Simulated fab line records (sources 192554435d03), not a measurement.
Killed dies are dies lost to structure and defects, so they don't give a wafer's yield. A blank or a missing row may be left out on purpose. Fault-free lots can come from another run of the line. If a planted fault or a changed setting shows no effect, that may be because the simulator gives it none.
Split-lot experiment / flow n5 finfet / route with 1938 steps; 7 lots, 21 wafers read

THE SPLIT ITSELF
At N5_BEOL_M11_HM_DEP_02 (deposits TiN, target thk 20 nm), the setting target thk a was moved away from the recipe's 200 angstrom on 7 of the 21 wafers read, by -9.9% to +11.3%. The other wafers ran this setting at the recipe's value.

FROM THE SPLIT TO THE READING: what the file shows between them, 5 steps
- N5_BEOL_M11_EXPOSE_08: exposes mask M11 (also split here: dose mj)
- N5_BEOL_M11_PEB_09: peb time 60 s
- N5_BEOL_M11_DEVELOP_10: develop time 30 s
- N5_BEOL_M11_STRIP_68: strips in N2/H2
- N5_BEOL_M11_STRIP_67: strips in CF4

THE READING
etch.depth nm (the simulator's own value, which no gauge read), in nm, at N5_BEOL_M11_HM_OPEN_17 (chemistry Cl2/BCl3, target TiN, target depth 20 nm, overetch 6 nm). The file gives no usual value for it. The 14 wafers here that ran the recipe average 19.83 nm, standard deviation 0.34 nm.

wafer=L078.1; tool, chamber at the split=pvd sputter-03, -; target thk a as run, angstrom=200; against the recipe=recipe; etch.depth nm, nm=19.96; against lot-mates on the recipe=-
wafer=L078.3; tool, chamber at the split=pvd sputter-03, -; target thk a as run, angstrom=200; against the recipe=recipe; etch.depth nm, nm=20.44; against lot-mates on the recipe=-
wafer=L078.4; tool, chamber at the split=pvd sputter-03, -; target thk a as run, angstrom=188.2; against the recipe=-5.9%; etch.depth nm, nm=18.63; against lot-mates on the recipe=-1.57
wafer=L081.3; tool, chamber at the split=pvd sputter-03, -; target thk a as run, angstrom=200; against the recipe=recipe; etch.depth nm, nm=19.41; against lot-mates on the recipe=-
wafer=L081.4; tool, chamber at the split=pvd sputter-03, -; target thk a as run, angstrom=200; against the recipe=recipe; etch.depth nm, nm=19.21; against lot-mates on the recipe=-
wafer=L081.6; tool, chamber at the split=pvd sputter-03, -; target thk a as run, angstrom=200; against the recipe=recipe; etch.depth nm, nm=19.25; against lot-mates on the recipe=-
wafer=L084.1; tool, chamber at the split=pvd sputter-02, -; target thk a as run, angstrom=200; against the recipe=recipe; etch.depth nm, nm=19.8; against lot-mates on the recipe=-
wafer=L084.4; tool, chamber at the split=pvd sputter-02, -; target thk a as run, angstrom=187.6; against the recipe=-6.2%; etch.depth nm, nm=18.21; against lot-mates on the recipe=-1.57
wafer=L084.5; tool, chamber at the split=pvd sputter-02, -; target thk a as run, angstrom=200; against the recipe=recipe; etch.depth nm, nm=19.77; against lot-mates on the recipe=-
wafer=L083.2; tool, chamber at the split=pvd sputter-03, -; target thk a as run, angstrom=180.2; against the recipe=-9.9%; etch.depth nm, nm=17.77; against lot-mates on the recipe=-1.85
wafer=L083.3; tool, chamber at the split=pvd sputter-03, -; target thk a as run, angstrom=200; against the recipe=recipe; etch.depth nm, nm=19.62; against lot-mates on the recipe=-
wafer=L083.4; tool, chamber at the split=pvd sputter-03, -; target thk a as run, angstrom=180.2; against the recipe=-9.9%; etch.depth nm, nm=18.09; against lot-mates on the recipe=-1.53
wafer=L085.2; tool, chamber at the split=pvd sputter-02, -; target thk a as run, angstrom=200; against the recipe=recipe; etch.depth nm, nm=20.09; against lot-mates on the recipe=-
wafer=L085.4; tool, chamber at the split=pvd sputter-02, -; target thk a as run, angstrom=200; against the recipe=recipe; etch.depth nm, nm=20.01; against lot-mates on the recipe=-
wafer=L085.5; tool, chamber at the split=pvd sputter-02, -; target thk a as run, angstrom=222.6; against the recipe=+11.3%; etch.depth nm, nm=22.07; against lot-mates on the recipe=+2.02
wafer=L095.1; tool, chamber at the split=pvd sputter-01, -; target thk a as run, angstrom=214.6; against the recipe=+7.3%; etch.depth nm, nm=21.86; against lot-mates on the recipe=+1.74
wafer=L095.4; tool, chamber at the split=pvd sputter-01, -; target thk a as run, angstrom=200; against the recipe=recipe; etch.depth nm, nm=20.18; against lot-mates on the recipe=-
wafer=L095.6; tool, chamber at the split=pvd sputter-01, -; target thk a as run, angstrom=200; against the recipe=recipe; etch.depth nm, nm=20.06; against lot-mates on the recipe=-
wafer=L097.1; tool, chamber at the split=pvd sputter-02, -; target thk a as run, angstrom=200; against the recipe=recipe; etch.depth nm, nm=19.89; against lot-mates on the recipe=-
wafer=L097.2; tool, chamber at the split=pvd sputter-02, -; target thk a as run, angstrom=200; against the recipe=recipe; etch.depth nm, nm=19.91; against lot-mates on the recipe=-
wafer=L097.4; tool, chamber at the split=pvd sputter-02, -; target thk a as run, angstrom=181; against the recipe=-9.5%; etch.depth nm, nm=18.12; against lot-mates on the recipe=-1.78

FIT RESULTS
A straight line over all 21 wafers: etch.depth nm changes by +0.207 nm for each +1% of target thk a; r = +0.95; the points scatter about the line by 0.34 nm.
The same after taking each lot's own level away (the mean of its wafers on the recipe; 21 wafers): +0.194 nm for each +1%; r = +0.98; scatter 0.2 nm.
The reading moves by 2.2 nm for the largest change in target thk a, on that fit.
Across the lots, their own levels run from 19.290 to 20.200 nm, a range of 2.7 times the standard deviation given above.
Consequently the slope shifts little with the lot-to-lot level, the two slopes agreeing.
Check: +2.27 nm against its lot-mates is what the line predicts for one of the wafers moved furthest among these (+11.3%) when that wafer is left out of the fit. It came out at +2.02 nm against them.

FURTHER SPLITS ON THESE WAFERS
Before the reading, these wafers also passed through other splits. Each is held against what the fit with the lots' levels taken away leaves over:
other split on the same wafers=N5_BEOL_M8_ILD_DEP_00 time s; wafers away from the commonest value=7; r with etch.depth nm (lot level and that fit taken away)=-0.34
other split on the same wafers=N5_BEOL_M8_PECVD_70 temp c; wafers away from the commonest value=3; r with etch.depth nm (lot level and that fit taken away)=+0.32
other split on the same wafers=N5_BEOL_M10_VIA_ETCH_34 time s; wafers away from the commonest value=5; r with etch.depth nm (lot level and that fit taken away)=+0.24
other split on the same wafers=N5_BEOL_M11_EXPOSE_08 dose mj; wafers away from the commonest value=1; r with etch.depth nm (lot level and that fit taken away)=+0.19

THE WHOLE CHAIN: every reading that the file lists as answering this split, in the file's order
step=N5_BEOL_M11_HM_DEP_02; what it does=deposits TiN, target thk 20 nm; reading=TiN_of_BEOL_M11_HM_DEP_02.thk nm (the simulator's own value, which no gauge read); change (the file's fit)=+0.197 nm for each +1% of the setting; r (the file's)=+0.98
step=N5_BEOL_M11_HM_OPEN_17; what it does=chemistry Cl2/BCl3, target TiN, target depth 20 nm, overetch 6 nm; reading=etch.depth nm (the simulator's own value, which no gauge read); change (the file's fit)=+0.199 nm for each +1% of the setting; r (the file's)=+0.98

FILE'S OWN FIT
etch.depth nm changes by +0.199 nm for each +1% of target thk a, r = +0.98.
